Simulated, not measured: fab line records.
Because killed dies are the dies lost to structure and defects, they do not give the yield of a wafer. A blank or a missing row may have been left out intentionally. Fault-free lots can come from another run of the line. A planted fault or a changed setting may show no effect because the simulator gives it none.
Commonality check across tools    flow n5-finfet    30 wafers sampled across 10 lots

## WHY THIS WAS OPENED
Of 10 lots, 2 have the reading CJ_P flagged at N5_BEOL_M4_RC_MEAS_101. Fault-free wafers read 5.80, with a standard deviation of 0.14.
Rule: a lot is flagged when every wafer of it that has a number lies more than 4 standard deviations from that mean, or none has a number. The other lots count as sound.

lot   measured      on         CJ_P, wafer by wafer  flag
L200  day 7 22:36   prober-02  5.88 5.99 5.86        
L204  day 8 21:00   prober-02  6.03 5.76 5.83        
L206  day 8 23:57   prober-01  5.82 5.85 5.71        
L209  day 10 06:21  prober-02  5.51 5.57 5.81        
L210  day 10 10:08  prober-02  5.75 5.99 5.84        
L212  day 10 11:17  prober-01  5.91 5.85 5.81        
L213  day 11 02:11  prober-01  5.67 5.95 5.76        
L219  day 12 12:56  prober-01  3.89 3.92 3.87        FLAGGED
L221  day 13 12:59  prober-02  3.94 3.93 3.80        FLAGGED
L223  day 14 02:44  prober-01  5.86 5.68 5.74        
The mean of the flagged lots' numbers is 3.89, -1.91 from the usual (-14 standard deviations).

## WHICH TOOL RAN EACH LOT
The record holds 2 process steps before the reading, out of a route of 1938 steps. In each cell: the tool, then ch and the chambers that the sampled wafers went through, then the start.
lot   flag     N5_WELL_APT_DESCUM_13              N5_WELL_APT_IMPLANT_15
L200           rie-diel-01 ch 0,1,3, day 1 13:54  implanter-02 ch 0, day 1 14:13
L204           rie-diel-02 ch 0,1,3, day 2 13:46  implanter-02 ch 0, day 2 14:02
L206           rie-diel-02 ch 0,1,2, day 3 01:49  implanter-02 ch 0, day 3 02:05
L209           rie-diel-03 ch 0,1,2, day 3 20:04  implanter-01 ch 0, day 3 20:24
L210           rie-diel-01 ch 0,2,3, day 4 01:59  implanter-02 ch 0, day 4 02:17
L212           rie-diel-01 ch 0,2,3, day 4 14:24  implanter-01 ch 0, day 4 14:41
L213           rie-diel-02 ch 0,1, day 4 20:10    implanter-01 ch 0, day 4 20:28
L219  FLAGGED  rie-diel-02 ch 1,3, day 6 07:50    implanter-02 ch 0, day 6 08:09
L221  FLAGGED  rie-diel-02 ch 1,2, day 6 20:28    implanter-02 ch 0, day 6 20:46
L223           rie-diel-02 ch 2,3, day 7 07:55    implanter-01 ch 0, day 7 08:12
These steps, and what they do:
- N5_WELL_APT_DESCUM_13: chemistry O2, time 7.9 s.
- N5_WELL_APT_IMPLANT_15
- N5_BEOL_M4_RC_MEAS_101

## FLAGGED AGAINST TOTAL, ONE TOOL AT A TIME (gauges that did the reading follow at the end)
step                    tool          lots run  flagged  share of the flagged lots  sound lots run after its first flagged lot
N5_WELL_APT_DESCUM_13   rie-diel-01   3         0        none                       -
N5_WELL_APT_DESCUM_13   rie-diel-02   6         2        all                        1 (L223)
N5_WELL_APT_DESCUM_13   rie-diel-03   1         0        none                       -
N5_WELL_APT_IMPLANT_15  implanter-01  4         0        none                       -
N5_WELL_APT_IMPLANT_15  implanter-02  6         2        all                        0
N5_BEOL_M4_RC_MEAS_101  prober-01     5         1        some                       1 (L223)
N5_BEOL_M4_RC_MEAS_101  prober-02     5         1        some                       0

## WHAT IS ALLOWED BY THE TABLE
rie-diel-02 at N5_WELL_APT_DESCUM_13 and implanter-02 at N5_WELL_APT_IMPLANT_15 are the 2 rows of the table that ran each flagged lot.
- rie-diel-02 at N5_WELL_APT_DESCUM_13: 2 of its 6 lots flagged. After the first flagged lot (L223), sound lots still ran on it; a lasting fault on the whole tool would not permit that.
- implanter-02 at N5_WELL_APT_IMPLANT_15: 2 of its 6 lots flagged. It ran its last sound lot, L210, at day 4 02:17 and its first flagged lot, L219, at day 6 08:09: a fault with its onset between the two fits. Its own readings lie more than 4 standard deviations out on every wafer of the flagged lots: dose-ions-cm2, faraday-current-uA.
One tool is left: implanter-02 at N5_WELL_APT_IMPLANT_15.

## WHAT THE SIMULATOR HAD INSERTED
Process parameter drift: implanter-02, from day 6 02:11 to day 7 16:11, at N5_WELL_APT_IMPLANT_15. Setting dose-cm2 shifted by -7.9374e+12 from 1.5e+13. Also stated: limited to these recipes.
Struck lots among those shown: L219, L221. This agrees with what the rule above found.
